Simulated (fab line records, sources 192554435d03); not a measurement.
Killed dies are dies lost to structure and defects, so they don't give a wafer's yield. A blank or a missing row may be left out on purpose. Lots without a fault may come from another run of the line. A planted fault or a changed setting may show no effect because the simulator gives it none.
fab line records | flow n5_finfet | part 1 of 2: steps 1 to 4 of 6
record lots=22 wafers=66 last_day=17
route steps=1938 shown BEOL_M3@932
lots that met no fault: from a run of the same line without faults
start_h: hours from the record's first day to the start of the lot's first wafer shown | wait_h: hours since the lot's step before | " the same as in the row above | L1.1+2: a row that stands for several wafers | - no value, or no start given | * or withheld: withheld | < > ~ a bound
route shown NAME@n: a module of which the file shows steps, and the number in the route of the first | usual: mean/standard deviation of fault-free wafers | same: alike in all rows | chamber/n: place in a boat | sites: the reading at each site | _std_site: their standard deviation | _edge_site: outer sites' mean less inner sites' | radius_mm: how far each site lies from the wafer's centre | mask NAME#n: copy n | behind: the tool/chamber that last shaped the wafer | hold: why the lot was held/for how many hours/how that ended | device: the transistor (n, p or np) that didn't switch | end of line: the same wafers' tests at the end of the route | a step without rows: its recipe alone | killed: dies lost to structure and defects at the first sort, not the wafer's yield | map: a wafer's dies, x killed, . not, _ none there
set.NAME: the setting as run; set.NAME@STEP: as run at that earlier step | model.NAME: the simulator's own value behind a step, which no gauge read
steps of the route over a sample of lots; a table a step, a row a wafer
services: from which hour (start_h, from the record's first day; less than 0 if before it) a tool's chamber was out of use, for how many hours, and why
## steps
# step N5_BEOL_M3_THK_MEAS_01
# recipe reads=SiOC_of_BEOL_M3_ILD_DEP_00
# usual M3_ILD_THK=78.9/1
# columns lot.wafer tool chamber start_h wait_h M3_ILD_THK[nm]
L074.4 film_metro-02 - 141.51 0.0 78.7
L074.5 " - " " 79.9
L074.6 " - " " 78.9
L075.2 film_metro-02 - 151.97 0.1 76.5
L075.3 " - " " 78.5
L075.4 " - " " 78.4
L076.1 film_metro-02 - 155.30 0.0 78.7
L076.3 " - " " 78.2
L076.4 " - " " 79.9
L077.2 film_metro-02 - 156.68 0.1 76.6
L077.4 " - " " 80.0
L077.5 " - " " 80.1
L078.1 film_metro-01 - 172.13 0.0 78.8
L078.2 " - " " 77.7
L078.4 " - " " 80.0
L079.2 film_metro-02 - 175.26 0.1 79.1
L079.3 " - " " 77.7
L079.5 " - " " 80.5
L080.1 film_metro-02 - 178.22 0.0 77.8
L080.5 " - " " 77.7
L080.6 " - " " 78.9
L081.2 film_metro-02 - 180.87 0.1 78.3
L081.3 " - " " 76.7
L081.5 " - " " 78.6
L082.1 film_metro-02 - 196.29 0.0 78.1
L082.4 " - " " 80.1
L082.6 " - " " 78.9
L083.1 film_metro-01 - 198.91 0.0 78.0
L083.2 " - " " 78.0
L083.5 " - " " 80.1
L085.2 film_metro-02 - 208.73 0.1 77.9
L085.5 " - " " 77.3
L085.6 " - " " 80.1
L086.1 film_metro-01 - 216.92 0.0 78.7
L086.3 " - " " 77.6
L086.4 " - " " 78.6
L087.3 film_metro-02 - 222.62 0.1 78.4
L087.4 " - " " 79.4
L087.6 " - " " 79.1
L088.3 film_metro-01 - 226.31 0.1 77.2
L088.5 " - " " 77.2
L088.6 " - " " 78.8
L089.4 film_metro-02 - 237.63 0.0 78.0
L089.5 " - " " 79.2
L089.6 " - " " 81.0
L090.3 film_metro-02 - 242.85 0.1 77.8
L090.5 " - " " 79.2
L090.6 " - " " 78.4
L091.1 film_metro-01 - 250.95 0.0 79.5
L091.4 " - " " 80.0
L091.5 " - " " 79.8
L092.1 film_metro-01 - 251.79 0.0 77.7
L092.3 " - " " 78.2
L092.6 " - " " 80.1
L093.2 film_metro-02 - 254.99 0.1 79.3
L093.4 " - " " 80.2
L093.6 " - " " 80.0
L094.1 film_metro-02 - 257.07 0.0 80.8
L094.2 " - " " 79.5
L094.6 " - " " 80.2
L095.1 film_metro-02 - 269.29 0.0 78.7
L095.5 " - " " 79.3
L095.6 " - " " 80.7
L096.1 film_metro-02 - 273.48 0.1 78.9
L096.2 " - " " 78.3
L096.6 " - " " 79.3
# step N5_BEOL_M3_ETCH_63
# recipe chemistry=CF4 target=SiARC target_depth_a=156 mask_material=CAR-EUV time_s=26 ion_energy_ev=80 pressure_mtorr=40 source_w=545 bias_w=36 Ar_flow_sccm=100 cf4_flow_sccm=100 ends=cleared
# usual drypump_motor_current_A=5.6/0.51 etch_rf_on_time_s=25.8/0.65 oes_product_au=0.66/0.085 rf_vpp_V=183.7/1.2 showerhead_plenum_p_Torr=2.12/0.071 throttle_valve_pct=15.52/0.29
# columns lot.wafer tool chamber start_h wait_h drypump_motor_current_A etch_rf_on_time_s oes_product_au rf_hours_counter_h rf_vpp_V showerhead_plenum_p_Torr throttle_valve_pct
L074.4 rie_diel-04 3 142.86 0.0 6.1 25.5 0.67 115 184.0 2.07 15.62
L074.5 " 0 " " 5.1 25.5 0.62 - 181.6 2.04 15.50
L074.6 " 3 " " 6.1 25.4 0.68 - 181.4 2.07 15.64
L075.2 rie_diel-04 1 153.01 0.0 5.0 26.0 0.62 160 183.3 2.06 15.60
L075.3 " 2 " " 6.3 24.9 0.62 210 182.6 2.12 15.90
L075.4 " 0 " " 5.1 25.5 0.62 200 182.2 2.04 15.53
L076.1 rie_diel-03 3 156.45 0.0 5.4 26.0 0.59 249 183.5 2.11 15.96
L076.3 " 2 " " 6.6 26.0 0.66 146 184.7 2.21 15.47
L076.4 " 0 " " 5.7 25.6 0.60 235 184.0 2.11 15.84
L077.2 rie_diel-04 0 158.04 0.0 5.1 25.5 0.61 202 183.1 2.04 15.52
L077.4 " 1 " " 5.0 26.0 0.62 162 181.9 2.06 15.60
L077.5 " 1 " " 5.0 26.1 0.62 - 184.1 2.06 15.59
L078.1 rie_diel-05 3 173.43 0.0 5.0 25.2 0.59 247 183.7 2.10 15.39
L078.2 " 2 " " 5.7 26.0 0.58 234 185.1 2.21 15.48
L078.4 " 0 " " 5.5 25.8 0.77 40 184.6 2.17 15.06
L079.2 rie_diel-03 1 176.29 0.0 4.9 25.8 0.73 43 186.0 2.25 15.71
L079.3 " 2 " " 6.6 26.1 0.66 154 184.5 2.21 15.51
L079.5 " 1 " " 4.9 25.9 0.75 - 184.8 2.25 15.72
L080.1 rie_diel-05 0 179.83 0.0 5.5 25.5 0.77 43 184.1 2.17 15.07
L080.5 " 3 " " 5.0 25.3 0.60 - 183.1 2.10 15.39
L080.6 " 0 " " 5.5 25.9 0.76 - 184.3 2.17 15.07
L081.2 rie_diel-03 3 181.74 0.0 5.5 24.8 0.87 0 183.9 2.11 15.46
L081.3 " 0 " " 5.7 25.7 0.59 246 185.4 2.11 15.85
L081.5 " 1 " " 4.9 25.7 0.74 - 186.2 2.25 15.72
L082.1 rie_diel-04 2 196.97 0.0 6.3 25.0 0.61 224 184.0 2.11 15.93
L082.4 " 1 " " 5.0 26.2 0.61 172 182.8 2.05 15.64
L082.6 " 2 " " 6.3 25.0 0.60 - 184.6 2.11 15.92
L083.1 rie_diel-05 1 200.04 0.0 5.8 27.8 0.57 247 183.4 2.02 15.59
L083.2 " 0 " " 5.5 25.9 0.75 52 184.7 2.17 15.09
L083.5 " 2 " " 5.7 26.3 0.57 - 186.0 2.20 15.50
L085.2 rie_diel-04 1 211.50 0.0 5.0 26.1 0.61 176 182.9 2.05 15.64
L085.5 " 0 " " 5.1 25.7 0.60 - 182.4 2.03 15.57
L085.6 " 3 " " 6.0 25.7 0.65 - 182.2 2.06 15.66
L086.1 rie_diel-04 3 218.49 0.0 6.1 26.0 0.65 138 183.1 2.06 15.68
L086.3 " 0 " " 5.1 26.0 0.60 221 183.6 2.03 15.57
L086.4 " 1 " " 5.0 26.6 0.60 178 183.6 2.05 15.66
L087.3 rie_diel-05 2 225.68 0.0 5.7 26.6 0.55 254 184.2 2.20 15.50
L087.4 " 0 " " 5.6 26.2 0.74 - 184.6 2.17 15.09
L087.6 " 3 " " 5.0 25.2 0.84 - 182.7 2.09 14.91
L088.3 rie_diel-04 3 227.32 0.0 6.1 25.7 0.65 141 182.9 2.06 15.68
L088.5 " 0 " " 5.1 25.5 0.60 - 184.0 2.03 15.58
L088.6 " 1 " " 5.0 26.1 0.61 - 181.9 2.05 15.63
L089.4 rie_diel-05 3 239.17 0.0 5.0 25.3 0.82 - 184.2 2.09 14.92
L089.5 " 2 " " 5.7 26.5 0.55 - 182.5 2.20 15.53
L089.6 " 0 " " 5.5 26.3 0.74 - 184.0 2.17 15.11
L090.3 rie_diel-04 3 244.13 0.0 6.1 25.7 0.65 146 183.1 2.06 15.68
L090.5 " 3 " " 6.1 25.7 0.65 - 182.1 2.06 15.69
L090.6 " 2 " " 6.3 25.0 0.60 - 183.7 2.11 15.96
L091.1 rie_diel-05 1 252.54 0.0 5.8 26.7 0.82 4 184.2 2.27 15.11
L091.4 " 0 " " 5.5 25.8 0.73 - 183.7 2.16 15.13
L091.5 " 1 " " 5.8 26.4 0.83 - 185.9 2.27 15.08
L092.1 rie_diel-03 3 252.87 0.0 5.5 24.5 0.79 24 184.4 2.10 15.50
L092.3 " 2 " " 6.6 25.9 0.65 178 184.6 2.20 15.51
L092.6 " 0 " " 5.6 24.7 0.82 - 184.1 2.10 15.38
L093.2 rie_diel-03 0 256.17 0.0 5.6 25.0 0.80 13 183.8 2.10 15.39
L093.4 " 3 " " 5.4 24.8 0.78 26 184.2 2.10 15.51
L093.6 " 2 " " 6.6 26.2 0.63 - 184.7 2.20 15.54
L094.1 rie_diel-05 3 259.32 0.0 5.0 25.0 0.80 20 184.6 2.09 14.94
L094.2 " 0 " " 5.5 26.1 0.72 73 183.8 2.16 15.13
L094.6 " 3 " " 5.0 25.1 0.80 - 183.9 2.09 14.91
L095.1 rie_diel-04 1 270.45 0.0 5.0 26.8 0.59 193 183.6 2.04 15.67
L095.5 " 2 " " 6.3 25.1 0.60 - 184.3 2.11 15.96
L095.6 " 3 " " 6.0 26.0 0.64 - 182.8 2.06 15.71
L096.1 rie_diel-05 2 274.26 0.0 5.7 25.7 0.84 3 184.3 2.19 15.04
L096.2 " 0 " " 5.5 26.2 0.71 78 184.9 2.16 15.13
L096.6 " 0 " " 5.5 26.2 0.72 - 183.2 2.16 15.14
# step N5_BEOL_M3_ETCH_64
# recipe chemistry=N2/H2 target=SOC target_depth_a=750 overetch_a=150 mask_material=SiARC temp_c=40 time_s=112.5 ion_energy_ev=200 pressure_mtorr=30 source_w=840 bias_w=150 n2_flow_sccm=200 h2_flow_sccm=200
# usual drypump_motor_current_A=5.6/0.51 oes_product_au=0.61/0.074 rf_vpp_V=523.1/2.5 showerhead_plenum_p_Torr=2.51/0.091 throttle_valve_pct=17.7/0.35
# columns lot.wafer tool chamber start_h wait_h drypump_motor_current_A oes_product_au rf_hours_counter_h rf_vpp_V showerhead_plenum_p_Torr throttle_valve_pct
L074.4 rie_diel-04 3 142.89 0.0 6.1 0.61 115 521.9 2.45 17.7
L074.5 " 0 " " 5.1 0.57 - 520.0 2.41 17.7
L074.6 " 3 " " 6.0 0.61 - 521.0 2.45 17.7
L075.2 rie_diel-04 1 153.04 0.0 5.0 0.58 160 520.5 2.43 17.8
L075.3 " 2 " " 6.3 0.57 210 523.6 2.52 18.2
L075.4 " 0 " " 5.1 0.56 200 520.2 2.41 17.7
L076.1 rie_diel-03 3 156.47 0.0 5.5 0.54 249 523.2 2.50 18.2
L076.3 " 2 " " 6.6 0.61 146 526.4 2.63 17.6
L076.4 " 0 " " 5.7 0.56 235 523.5 2.49 18.0
L077.2 rie_diel-04 0 158.07 0.0 5.1 0.56 202 519.5 2.41 17.7
L077.4 " 1 " " 5.0 0.58 162 520.8 2.43 17.8
L077.5 " 1 " " 5.0 0.57 - 520.0 2.43 17.8
L078.1 rie_diel-05 3 173.46 0.0 5.0 0.55 247 522.0 2.49 17.5
L078.2 " 2 " " 5.7 0.53 234 525.9 2.60 17.4
L078.4 " 0 " " 5.5 0.70 40 524.0 2.57 17.1
L079.2 rie_diel-03 1 176.32 0.0 4.9 0.69 43 528.0 2.70 18.1
L079.3 " 2 " " 6.6 0.61 154 526.6 2.63 17.6
L079.5 " 1 " " 4.9 0.69 - 527.1 2.70 18.1
L080.1 rie_diel-05 0 179.86 0.0 5.5 0.70 43 525.9 2.57 17.1
L080.5 " 3 " " 5.0 0.54 - 523.7 2.49 17.6
L080.6 " 0 " " 5.5 0.71 - 525.2 2.57 17.1
L081.2 rie_diel-03 3 181.77 0.0 5.4 0.78 0 521.5 2.50 17.7
L081.3 " 0 " " 5.7 0.55 246 522.0 2.49 18.0
L081.5 " 1 " " 4.9 0.68 - 527.9 2.70 18.1
L082.1 rie_diel-04 2 197.00 0.0 6.3 0.55 224 521.9 2.52 18.2
L082.4 " 1 " " 5.0 0.58 172 521.5 2.42 17.8
L082.6 " 2 " " 6.3 0.55 - 523.3 2.52 18.2
L083.1 rie_diel-05 1 200.07 0.0 5.8 0.55 247 520.5 2.42 18.0
L083.2 " 0 " " 5.5 0.69 52 524.5 2.57 17.1
L083.5 " 2 " " 5.7 0.52 - 524.4 2.60 17.4
L085.2 rie_diel-04 1 211.53 0.0 5.0 0.57 176 520.7 2.42 17.8
L085.5 " 0 " " 5.1 0.55 - 519.3 2.41 17.7
L085.6 " 3 " " 6.1 0.60 - 519.7 2.44 17.8
L086.1 rie_diel-04 3 218.52 0.0 6.1 0.60 138 520.7 2.44 17.8
L086.3 " 0 " " 5.1 0.56 221 520.7 2.41 17.7
L086.4 " 1 " " 5.0 0.57 178 518.9 2.42 17.8
L087.3 rie_diel-05 2 225.70 0.0 5.7 0.52 254 525.9 2.60 17.4
L087.4 " 0 " " 5.5 0.68 - 524.5 2.56 17.1
L087.6 " 3 " " 5.0 0.76 - 522.6 2.49 17.1
L088.3 rie_diel-04 3 227.35 0.0 6.1 0.60 141 521.6 2.44 17.8
L088.5 " 0 " " 5.1 0.55 - 520.0 2.40 17.7
L088.6 " 1 " " 5.0 0.57 - 521.1 2.42 17.8
L089.4 rie_diel-05 3 239.24 0.1 5.0 0.74 - 521.5 2.49 17.1
L089.5 " 2 " " 5.7 0.52 - 525.4 2.59 17.4
L089.6 " 0 " " 5.5 0.68 - 523.8 2.56 17.2
L090.3 rie_diel-04 3 244.15 0.0 6.1 0.60 146 521.3 2.44 17.8
L090.5 " 3 " " 6.1 0.60 - 522.7 2.44 17.8
L090.6 " 2 " " 6.3 0.55 - 523.4 2.51 18.3
L091.1 rie_diel-05 1 252.57 0.0 5.8 0.77 4 528.1 2.73 17.6
L091.4 " 0 " " 5.5 0.67 - 524.8 2.56 17.2
L091.5 " 1 " " 5.8 0.77 - 528.7 2.73 17.6
L092.1 rie_diel-03 3 252.90 0.0 5.5 0.71 24 522.5 2.49 17.8
L092.3 " 2 " " 6.6 0.59 178 526.0 2.62 17.6
L092.6 " 0 " " 5.7 0.72 - 522.2 2.48 17.6
L093.2 rie_diel-03 0 256.19 0.0 5.7 0.73 13 521.3 2.48 17.6
L093.4 " 3 " " 5.5 0.71 26 521.5 2.49 17.8
L093.6 " 2 " " 6.6 0.59 - 527.2 2.62 17.6
L094.1 rie_diel-05 3 259.35 0.0 5.0 0.74 20 523.7 2.48 17.1
L094.2 " 0 " " 5.5 0.67 73 525.0 2.56 17.2
L094.6 " 3 " " 5.0 0.73 - 523.0 2.48 17.1
L095.1 rie_diel-04 1 270.48 0.0 5.0 0.56 193 520.3 2.41 17.9
L095.5 " 2 " " 6.3 0.54 - 522.9 2.51 18.3
L095.6 " 3 " " 6.1 0.59 - 521.0 2.43 17.8
L096.1 rie_diel-05 2 274.28 0.0 5.7 0.77 3 525.6 2.59 17.0
L096.2 " 0 " " 5.5 0.67 78 524.9 2.56 17.2
L096.6 " 0 " " 5.5 0.67 - 524.5 2.56 17.2
# step N5_BEOL_M3_ETCH_70
# recipe chemistry=N2/H2 target=SOC target_depth_a=800 overetch_a=160 mask_material=SiARC temp_c=40 time_s=120 ion_energy_ev=200 pressure_mtorr=30 source_w=840 bias_w=150 n2_flow_sccm=200 h2_flow_sccm=200
# usual drypump_motor_current_A=5.5/0.5 oes_product_au=0.61/0.079 rf_vpp_V=523.4/2.8 showerhead_plenum_p_Torr=2.52/0.1 throttle_valve_pct=17.7/0.34
# columns lot.wafer tool chamber start_h wait_h drypump_motor_current_A oes_product_au rf_hours_counter_h rf_vpp_V showerhead_plenum_p_Torr throttle_valve_pct
L074.4 rie_diel-03 2 144.56 0.0 6.6 0.59 143 527.6 2.63 17.6
L074.5 " 3 " " 5.4 0.53 - 522.8 2.50 18.2
L074.6 " 0 " " 5.6 0.53 - 523.9 2.50 18.0
L075.2 rie_diel-05 1 157.53 0.0 5.8 0.54 231 517.7 2.42 18.0
L075.3 " 0 " " 5.5 0.69 36 524.0 2.57 17.1
L075.4 " 3 " " 5.0 0.53 243 523.3 2.50 17.5
L076.1 rie_diel-03 0 160.65 0.0 5.7 0.53 236 523.6 2.49 18.0
L076.3 " 3 " " 5.4 0.53 250 521.8 2.50 18.2
L076.4 " 2 " " 6.6 0.59 147 525.6 2.63 17.6
L077.2 rie_diel-04 1 162.32 0.0 5.0 0.55 163 520.1 2.43 17.8
L077.4 " 0 " " 5.1 0.55 203 521.1 2.41 17.7
L077.5 " 1 " " 5.0 0.55 - 520.8 2.43 17.8
L078.1 rie_diel-04 2 174.99 0.0 6.3 0.54 216 523.1 2.52 18.2
L078.2 " 0 " " 5.1 0.54 207 518.7 2.41 17.7
L078.4 " 1 " " 5.0 0.56 166 520.4 2.42 17.8
L079.2 rie_diel-05 0 178.09 0.0 5.5 0.68 42 526.1 2.57 17.1
L079.3 " 2 " " 5.7 0.51 236 524.2 2.60 17.4
L079.5 " 0 " " 5.5 0.68 - 526.1 2.57 17.1
L080.1 rie_diel-03 1 187.32 0.0 4.9 0.65 47 529.4 2.70 18.1
L080.5 " 1 " " 4.9 0.65 - 528.6 2.70 18.1
L080.6 " 2 " " 6.6 0.58 - 525.5 2.62 17.6
L081.2 rie_diel-05 2 188.47 0.0 5.8 0.51 241 525.8 2.60 17.4
L081.3 " 1 " " 5.8 0.53 242 518.4 2.42 18.0
L081.5 " 1 " " 5.8 0.53 - 520.3 2.42 18.0
L082.1 rie_diel-04 2 199.07 0.0 6.3 0.54 224 522.7 2.52 18.2
L082.4 " 1 " " 5.0 0.55 172 520.1 2.42 17.8
L082.6 " 0 " " 5.1 0.54 - 519.0 2.41 17.7
L083.1 rie_diel-03 3 205.37 0.0 5.4 0.72 8 523.4 2.50 17.8
L083.2 " 1 " " 4.9 0.64 54 527.0 2.69 18.1
L083.5 " 1 " " 4.9 0.65 - 527.2 2.69 18.1
L085.2 rie_diel-04 0 213.79 0.0 5.1 0.54 219 520.2 2.41 17.7
L085.5 " 3 " " 6.1 0.58 - 523.5 2.44 17.8
L085.6 " 0 " " 5.1 0.53 - 518.6 2.41 17.7
L086.1 rie_diel-03 2 221.31 0.0 6.6 0.58 171 526.4 2.62 17.6
L086.3 " 0 " " 5.6 0.75 0 522.6 2.49 17.6
L086.4 " 1 " " 4.9 0.65 61 526.5 2.69 18.2
L087.3 rie_diel-03 2 233.18 0.0 6.6 0.58 174 526.6 2.62 17.6
L087.4 " 1 " " 4.9 0.64 65 527.8 2.69 18.1
L087.6 " 0 " " 5.6 0.73 - 521.9 2.49 17.6
L088.3 rie_diel-04 1 236.07 0.0 5.0 0.55 183 521.5 2.42 17.8
L088.5 " 0 " " 5.1 0.53 - 520.1 2.40 17.8
L088.6 " 3 " " 6.1 0.58 - 522.0 2.44 17.8
L089.4 rie_diel-03 2 241.97 0.0 6.6 0.58 177 524.5 2.62 17.6
L089.5 " 3 " " 5.4 0.69 - 522.1 2.49 17.8
L089.6 " 0 " " 5.6 0.72 - 523.8 2.48 17.6
L090.3 rie_diel-05 3 247.43 0.0 5.0 0.71 15 522.7 2.49 17.1
L090.5 " 1 " " 5.8 0.75 - 528.7 2.73 17.6
L090.6 " 3 " " 5.0 0.71 - 522.1 2.49 17.1
L091.1 rie_diel-05 3 254.05 0.0 5.0 0.71 18 523.3 2.49 17.1
L091.4 " 3 " " 5.0 0.71 - 522.5 2.49 17.1
L091.5 " 1 " " 5.8 0.75 - 528.7 2.73 17.6
L092.1 rie_diel-05 1 260.15 0.0 5.8 0.74 7 529.0 2.73 17.6
L092.3 " 3 " " 5.0 0.70 20 523.7 2.48 17.1
L092.6 " 0 " " 5.5 0.66 - 524.2 2.56 17.2
L093.2 rie_diel-03 3 264.93 0.0 5.4 0.68 27 522.6 2.49 17.8
L093.4 " 0 " " 5.6 0.69 14 522.9 2.48 17.6
L093.6 " 0 " " 5.7 0.70 - 523.2 2.48 17.6
L094.1 rie_diel-05 2 265.37 0.0 5.7 0.76 1 525.6 2.59 17.0
L094.2 " 0 " " 5.5 0.64 75 524.4 2.56 17.2
L094.6 " 0 " " 5.5 0.65 - 527.0 2.56 17.2
L095.1 rie_diel-05 3 272.43 0.0 5.0 0.70 23 523.0 2.48 17.1
L095.5 " 3 " " 5.0 0.71 - 523.3 2.48 17.1
L095.6 " 2 " " 5.7 0.75 - 525.8 2.59 17.0
L096.1 rie_diel-04 3 275.66 0.0 6.0 0.57 156 519.4 2.43 17.8
L096.2 " 1 " " 5.0 0.54 194 520.5 2.41 17.9
L096.6 " 0 " " 5.1 0.53 - 519.7 2.40 17.8
